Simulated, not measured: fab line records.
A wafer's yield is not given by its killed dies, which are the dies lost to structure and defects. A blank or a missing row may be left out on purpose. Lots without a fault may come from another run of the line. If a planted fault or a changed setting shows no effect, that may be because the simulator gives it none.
fab line records	flow n5-finfet
record lots=15	wafers=45	last-day=18
route steps=1938 shown BEOL_M11@1580 BEOL_M12@1608
lots that met no fault: taken from a fault-free run of the same line
start-h: hours from the record's opening day to when the first of the lot's shown wafers began	wait-h: hours from the lot's prior step to this one	" the same as in the row above	L1.1+2: one row covering several wafers at once	- value missing, or start not given	* or withheld: withheld	< > ~ a bound
route shown NAME@n: a module of which the file shows steps, and the number in the route of the first	usual: mean/standard deviation of fault-free wafers	same: alike in all rows	chamber/n: place in a boat	sites: each site's reading	_std_site: the values' standard deviation	_edge_site: outer sites' mean less inner sites'	radius-mm: for every site, how far away it sits from the centre of the wafer	mask NAME#n: copy n	behind: the most recent tool/chamber to have shaped the wafer	hold: cause of the lot's hold/its duration in hours/its outcome	device: the n, p or np transistor that did not switch	end of line: tests of these same wafers at the route's end	a step given without rows: its recipe and nothing more	killed: the dies lost at the first sort to structure and to defects; this is not the yield of the wafer	map: a wafer's dies, marking killed ones x, the rest . and places with no die _
set.NAME: the setting that was run; set.NAME@STEP: the one run at that earlier step	model.NAME: the simulator's own value behind a step, which no gauge read
route steps across a sampled set of lots; one table per step, one row per wafer
services: a tool's chamber out of use, with start hour (start-h, from the record's first day; less than 0 if before it), hours out, and reason
## steps
# step N5_BEOL_M11_STRIP_77
# recipe chemistry=N2/H2	time-s=10	power-w=450	temp-c=40	pressure-mtorr=20	rf-frequency-hz=6e+07	bias-power-w=7	n2-flow-sccm=200	h2-flow-sccm=200
# usual drypump-motor-current-A=5.8/0.6	oes-product-au=0.83/0.089	rf-vpp-V=59.2/0.88	showerhead-plenum-p-Torr=2.53/0.073	throttle-valve-pct=23.7/0.33
lot.wafer	tool	chamber	start-h	wait-h	drypump-motor-current-A	oes-product-au	rf-hours-counter-h	rf-vpp-V	showerhead-plenum-p-Torr	throttle-valve-pct
L213.2	rie-diel-01	3	-	-	6.4	0.86	73	60.6	2.47	23.5
L213.3	"	0	"	"	4.7	0.87	61	60.1	2.56	23.4
L213.4	"	1	"	"	5.2	0.69	226	60.1	2.50	24.0
L212.4	rie-diel-04	0	-	-	5.8	0.95	-	58.8	2.61	23.9
L212.5	"	2	"	"	5.7	0.86	-	57.8	2.60	24.2
L212.6	"	3	"	"	6.6	0.70	-	59.9	2.42	23.9
L215.1	rie-diel-01	0	-	-	4.7	0.86	65	59.6	2.56	23.4
L215.4	"	1	"	"	5.2	0.69	229	57.9	2.50	24.0
L215.6	"	3	"	"	6.4	0.85	-	58.8	2.47	23.6
L216.1	rie-diel-01	1	-	-	5.2	0.70	229	58.4	2.50	24.0
L216.3	"	2	"	"	6.1	0.92	38	58.8	2.50	23.3
L216.6	"	0	"	"	4.8	0.88	-	59.7	2.56	23.4
L218.2	rie-diel-04	3	-	-	6.7	0.70	215	57.5	2.42	23.9
L218.3	"	2	"	"	5.7	0.84	48	59.2	2.60	24.2
L218.5	"	2	"	"	5.7	0.85	-	60.5	2.60	24.2
L220.2	rie-diel-04	0	-	-	5.8	0.90	22	58.5	2.60	23.9
L220.5	"	0	"	"	5.7	0.90	-	58.6	2.60	23.9
L220.6	"	1	"	"	6.5	0.77	-	59.5	2.53	23.8
L221.2	rie-diel-03	0	-	-	5.1	0.81	102	60.2	2.56	23.2
L221.3	"	3	"	"	6.2	0.69	239	58.9	2.60	23.3
L221.6	"	3	"	"	6.2	0.70	-	57.1	2.60	23.3
L223.1	rie-diel-01	0	-	-	4.7	0.85	78	60.5	2.56	23.4
L223.3	"	3	"	"	6.4	0.83	90	58.5	2.46	23.6
L223.5	"	2	"	"	6.1	0.89	-	59.4	2.49	23.3
L222.2	rie-diel-04	2	-	-	5.7	0.83	56	60.4	2.60	24.2
L222.5	"	3	"	"	6.6	0.69	-	59.3	2.41	23.9
L222.6	"	0	"	"	5.7	0.90	-	59.1	2.60	24.0
L224.1	rie-diel-01	0	-	-	4.7	0.84	84	59.0	2.55	23.4
L224.5	"	0	"	"	4.7	0.84	-	58.9	2.55	23.4
L224.6	"	1	"	"	5.2	0.68	-	60.2	2.49	24.0
L227.2	rie-diel-04	0	-	-	5.7	0.88	35	60.2	2.60	24.0
L227.3	"	2	"	"	5.7	0.82	66	59.5	2.59	24.2
L227.5	"	3	"	"	6.6	0.68	-	58.6	2.41	24.0
L225.1	rie-diel-04	2	-	-	5.7	0.82	66	60.0	2.59	24.2
L225.3	"	3	"	"	6.7	0.68	235	57.7	2.41	24.0
L225.4	"	0	"	"	5.8	0.88	-	59.2	2.60	23.9
L232.2	rie-diel-01	2	-	-	6.1	0.87	69	58.0	2.48	23.3
L232.3	"	0	"	"	4.8	0.83	99	58.9	2.55	23.4
L232.4	"	1	"	"	5.2	0.98	-	59.8	2.49	23.6
L233.2	rie-diel-03	3	-	-	6.3	0.96	16	58.4	2.59	23.1
L233.4	"	0	"	"	5.0	0.78	135	58.8	2.54	23.3
L233.6	"	2	"	"	5.5	0.88	-	59.1	2.69	23.3
L234.3	rie-diel-01	0	-	-	4.8	0.82	105	59.1	2.54	23.4
L234.5	"	1	"	"	5.2	0.96	-	59.4	2.49	23.6
L234.6	"	0	"	"	4.7	0.81	-	58.1	2.54	23.4
# step N5_BEOL_M11_SPUTTER_48
# recipe material=Cu	target-thk-a=120	temp-c=-20	bias-v=60	power-w=26000	chamber-pressure-pa=0.13	time-s=2
# usual throttle-valve-pct=30.2/1
lot.wafer	tool	chamber	start-h	wait-h	throttle-valve-pct
L213.2	pvd-sputter-02	-	235.61	0.1	30.1
L213.3	"	-	"	"	27.8
L213.4	"	-	"	"	31.2
L212.4	pvd-sputter-02	-	237.76	1.2	31.0
L212.5	"	-	"	"	31.1
L212.6	"	-	"	"	30.9
L215.1	pvd-sputter-01	-	249.88	0.1	29.9
L215.4	"	-	"	"	28.6
L215.6	"	-	"	"	29.7
L216.1	pvd-sputter-03	-	251.34	0.4	31.1
L216.3	"	-	"	"	29.9
L216.6	"	-	"	"	29.9
L218.2	pvd-sputter-03	-	266.70	0.3	30.6
L218.3	"	-	"	"	30.0
L218.5	"	-	"	"	30.1
L220.2	pvd-sputter-03	-	293.20	0.1	29.6
L220.5	"	-	"	"	29.7
L220.6	"	-	"	"	31.1
L221.2	pvd-sputter-02	-	293.39	0.1	29.9
L221.3	"	-	"	"	31.2
L221.6	"	-	"	"	31.3
L223.1	pvd-sputter-01	-	295.96	1.6	28.5
L223.3	"	-	"	"	30.9
L223.5	"	-	"	"	31.6
L222.2	pvd-sputter-03	-	305.65	0.8	29.7
L222.5	"	-	"	"	29.6
L222.6	"	-	"	"	29.8
L224.1	pvd-sputter-03	-	317.55	0.3	30.6
L224.5	"	-	"	"	29.9
L224.6	"	-	"	"	31.3
L227.2	pvd-sputter-03	-	335.13	0.1	29.7
L227.3	"	-	"	"	30.5
L227.5	"	-	"	"	29.9
L225.1	pvd-sputter-03	-	335.64	0.1	30.5
L225.3	"	-	"	"	29.6
L225.4	"	-	"	"	31.1
L232.2	pvd-sputter-02	-	366.86	0.1	31.0
L232.3	"	-	"	"	30.9
L232.4	"	-	"	"	29.7
L233.2	pvd-sputter-02	-	384.35	0.9	31.1
L233.4	"	-	"	"	27.5
L233.6	"	-	"	"	29.7
L234.3	pvd-sputter-01	-	385.19	0.4	30.9
L234.5	"	-	"	"	28.8
L234.6	"	-	"	"	31.6
# step N5_BEOL_M12_EXPOSE_07
# recipe mask-id=V11	na=0.93	source-shape=conventional	sigma-outer=0.6	polarization=unpolarized	attpsm-phase-deg=180	dose-mj=32.5
# usual exposure-dose-mJ-cm2=32.50/0.031	focus-offset-nm=0.0/0.54
lot.wafer	tool	chamber	start-h	wait-h	mask	exposure-dose-mJ-cm2	focus-offset-nm
L213.2	krf-scanner-01	0	237.14	-	V11#0	32.45	-0.7
L213.3	"	0	"	"	V11#0	32.45	-0.1
L213.4	"	0	"	"	V11#0	32.47	0.1
L212.4	krf-scanner-02	0	239.27	-	V11#0	32.52	0.4
L212.5	"	0	"	"	V11#0	32.47	0.6
L212.6	"	0	"	"	V11#0	32.49	-0.8
L215.1	krf-scanner-02	0	251.18	-	V11#0	32.50	-0.7
L215.4	"	0	"	"	V11#0	32.49	-0.7
L215.6	"	0	"	"	V11#0	32.51	-0.6
L216.1	krf-scanner-01	0	252.73	-	V11#0	32.52	-0.3
L216.3	"	0	"	"	V11#0	32.47	-0.4
L216.6	"	0	"	"	V11#0	32.51	0.6
L218.2	krf-scanner-02	0	268.75	-	V11#0	32.53	-0.6
L218.3	"	0	"	"	V11#0	32.55	0.3
L218.5	"	0	"	"	V11#0	32.57	0.6
L220.2	krf-scanner-01	0	294.50	-	V11#0	32.46	-0.2
L220.5	"	0	"	"	V11#0	32.49	-0.3
L220.6	"	0	"	"	V11#0	32.47	-0.6
L221.2	krf-scanner-01	0	295.67	-	V11#0	32.44	-0.6
L221.3	"	0	"	"	V11#0	32.52	-0.9
L221.6	"	0	"	"	V11#0	32.49	-0.6
L223.1	krf-scanner-01	0	297.36	-	V11#0	32.50	-0.3
L223.3	"	0	"	"	V11#0	32.48	0.1
L223.5	"	0	"	"	V11#0	32.48	-0.1
L222.2	krf-scanner-02	-	307.57	-	V11#0	-	-
L222.5	"	-	"	"	V11#0	-	-
L222.6	"	-	"	"	V11#0	-	-
L224.1	krf-scanner-01	-	319.28	-	V11#0	-	-
L224.5	"	-	"	"	V11#0	-	-
L224.6	"	-	"	"	V11#0	-	-
L227.2	krf-scanner-01	-	336.83	-	V11#0	-	-
L227.3	"	-	"	"	V11#0	-	-
L227.5	"	-	"	"	V11#0	-	-
L225.1	krf-scanner-02	0	337.23	-	V11#0	32.52	0.0
L225.3	"	0	"	"	V11#0	32.43	-0.2
L225.4	"	0	"	"	V11#0	32.49	-0.5
L232.2	krf-scanner-02	0	368.31	-	V11#0	32.50	0.2
L232.3	"	0	"	"	V11#0	32.48	-0.8
L232.4	"	0	"	"	V11#0	32.45	-0.4
L233.2	krf-scanner-01	0	385.80	-	V11#0	32.53	-0.1
L233.4	"	0	"	"	V11#0	32.50	0.3
L233.6	"	0	"	"	V11#0	32.45	0.2
L234.3	krf-scanner-01	0	386.64	-	V11#0	32.50	0.7
L234.5	"	0	"	"	V11#0	32.47	0.4
L234.6	"	0	"	"	V11#0	32.50	0.1
# step N5_BEOL_M12_ETCH_59
# recipe chemistry=N2/H2	target=BARC	target-depth-a=890	overetch-a=267	time-s=67.9	ion-energy-ev=200	pressure-mtorr=30	source-w=840	bias-w=150	n2-flow-sccm=200	h2-flow-sccm=200
# usual drypump-motor-current-A=5.8/0.62	oes-product-au=0.69/0.071	rf-fwd-power-W=833/3.3	rf-vpp-V=522.6/2.6	showerhead-plenum-p-Torr=2.50/0.087	throttle-valve-pct=17.8/0.34
lot.wafer	tool	chamber	start-h	wait-h	drypump-motor-current-A	oes-product-au	rf-fwd-power-W	rf-hours-counter-h	rf-vpp-V	showerhead-plenum-p-Torr	throttle-valve-pct
L213.2	rie-diel-02	2	237.53	0.0	6.2	0.67	838	111	520.1	2.46	17.9
L213.3	"	0	"	"	5.1	0.72	830	67	522.1	2.49	17.9
L213.4	"	3	"	"	6.0	0.59	834	241	522.9	2.51	18.3
L212.4	rie-diel-05	3	239.54	0.0	4.9	0.70	837	64	521.0	2.46	17.3
L212.5	"	0	"	"	6.0	0.64	836	-	520.1	2.45	17.8
L212.6	"	3	"	"	4.9	0.70	834	-	521.0	2.46	17.3
L215.1	rie-diel-06	1	251.47	0.0	5.9	0.78	828	28	529.3	2.68	17.3
L215.4	"	0	"	"	4.9	0.59	831	238	518.7	2.41	18.4
L215.6	"	1	"	"	5.9	0.78	832	-	527.7	2.68	17.3
L216.1	rie-diel-05	3	253.03	0.0	4.9	0.69	838	69	521.0	2.46	17.3
L216.3	"	2	"	"	6.6	0.59	831	231	523.2	2.52	18.2
L216.6	"	1	"	"	6.4	0.74	837	-	523.5	2.46	17.6
L218.2	rie-diel-06	3	269.42	0.0	6.4	0.60	827	213	526.3	2.64	18.3
L218.3	"	2	"	"	6.2	0.74	826	58	522.0	2.48	17.8
L218.5	"	1	"	"	5.9	0.76	834	-	527.1	2.68	17.3
L220.2	rie-diel-05	0	294.79	0.0	6.0	0.63	830	169	521.0	2.45	17.9
L220.5	"	2	"	"	6.6	0.58	833	-	522.3	2.51	18.2
L220.6	"	1	"	"	6.4	0.73	838	-	522.7	2.46	17.6
L221.2	rie-diel-05	2	296.02	0.0	6.6	0.58	833	246	522.8	2.51	18.2
L221.3	"	3	"	"	4.9	0.68	840	83	522.5	2.45	17.3
L221.6	"	0	"	"	6.0	0.64	832	-	522.6	2.45	17.8
L223.1	rie-diel-02	3	297.66	0.0	5.9	0.79	835	9	522.7	2.51	17.9
L223.3	"	2	"	"	6.2	0.64	837	134	520.0	2.45	18.0
L223.5	"	1	"	"	5.5	0.69	833	-	521.4	2.46	17.3
L222.2	rie-diel-05	1	307.86	0.0	6.4	0.72	836	79	521.8	2.45	17.6
L222.5	"	2	"	"	6.6	0.58	833	-	523.9	2.51	18.2
L222.6	"	1	"	"	6.4	0.72	835	-	521.8	2.45	17.6
L224.1	rie-diel-06	3	319.68	0.0	6.5	0.60	832	233	525.1	2.63	18.3
L224.5	"	3	"	"	6.5	0.60	831	-	526.0	2.63	18.3
L224.6	"	2	"	"	6.2	0.71	831	-	521.4	2.47	17.8
L227.2	rie-diel-06	0	337.12	0.0	4.9	0.80	830	4	527.7	2.72	18.0
L227.3	"	1	"	"	5.9	0.74	828	59	528.4	2.67	17.4
L227.5	"	3	"	"	6.5	0.60	830	-	524.7	2.63	18.3
L225.1	rie-diel-06	1	337.53	0.0	5.9	0.74	834	59	528.4	2.67	17.4
L225.3	"	2	"	"	6.2	0.71	826	82	519.4	2.47	17.8
L225.4	"	0	"	"	4.9	0.80	836	5	531.0	2.72	18.0
L232.2	rie-diel-05	0	368.60	0.0	6.0	0.62	832	195	521.5	2.43	17.9
L232.3	"	1	"	"	6.4	0.70	835	104	520.3	2.44	17.6
L232.4	"	2	"	"	6.6	0.81	830	12	521.8	2.50	17.7
L233.2	rie-diel-05	1	386.16	0.0	6.4	0.69	838	111	521.1	2.44	17.7
L233.4	"	0	"	"	6.0	0.61	832	202	520.2	2.43	17.9
L233.6	"	3	"	"	4.9	0.65	838	-	523.1	2.44	17.4
L234.3	rie-diel-05	3	386.93	0.0	4.9	0.65	832	117	521.4	2.44	17.4
L234.5	"	1	"	"	6.4	0.70	838	-	522.0	2.44	17.6
L234.6	"	2	"	"	6.6	0.79	834	-	522.4	2.50	17.8
## services
tool	chamber	start-h	hours	kind
rie-diel-06	0	220.63	6.6	repair
rie-diel-04	1	221.30	13.8	repair
rie-diel-01	1	240.27	4.0	repair
krf-scanner-02	-	254.46	1.3	pm
rie-diel-05	0	258.19	9.4	repair
krf-scanner-02	-	258.36	1.0	pm
krf-scanner-01	-	262.54	1.0	pm
rie-diel-04	2	273.35	7.5	repair
pvd-sputter-02	-	279.52	3.8	repair
krf-scanner-02	-	296.33	0.3	repair
krf-scanner-01	-	302.26	1.1	repair
krf-scanner-01	-	304.88	4.0	pm
rie-diel-05	0	307.30	4.3	repair
krf-scanner-01	-	310.23	1.3	pm
krf-scanner-01	-	313.35	4.1	repair
rie-diel-06	3	328.29	2.5	repair
rie-diel-04	1	328.93	6.7	repair
rie-diel-01	3	357.36	12.1	repair
rie-diel-01	2	358.45	3.4	repair
krf-scanner-02	-	360.18	0.8	pm
rie-diel-05	3	376.16	2.3	repair
rie-diel-06	3	382.22	2.3	repair
rie-diel-06	2	382.64	11.7	repair
rie-diel-01	3	384.83	1.3	repair
## key
first-sign step=N5_BEOL_M12_EXPOSE_07	reading=tool-record	direction=missing
effect none on later readings
met-at N5_BEOL_M12_EXPOSE_07
struck-lots L222,L224,L227
later-rows-left-out L222.2,L222.5,L222.6,L224.1,L224.5,L224.6,L227.2,L227.3,L227.5
sort-left-out L222.2,L222.5,L222.6,L224.1,L224.5,L224.6,L227.2,L227.3,L227.5
not-acting-at N5_BEOL_M11_STRIP_77,N5_BEOL_M11_SPUTTER_48,N5_BEOL_M12_ETCH_59
onset-between 297.36 307.57
fault kind=skipped-step-whole	tool=krf-scanner-01,krf-scanner-02	chamber=-	onset-h=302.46	steps=N5_BEOL_M12_EXPOSE_07	scope=struck-lots-only
# sort-left-out: the simulated sort isn't trusted on such a fault, so these wafers' sort isn't shown, and their yield isn't known
# later-rows-left-out: the simulator's readings of these wafers behind a module that went badly wrong aren't trusted and aren't shown, but for the sort
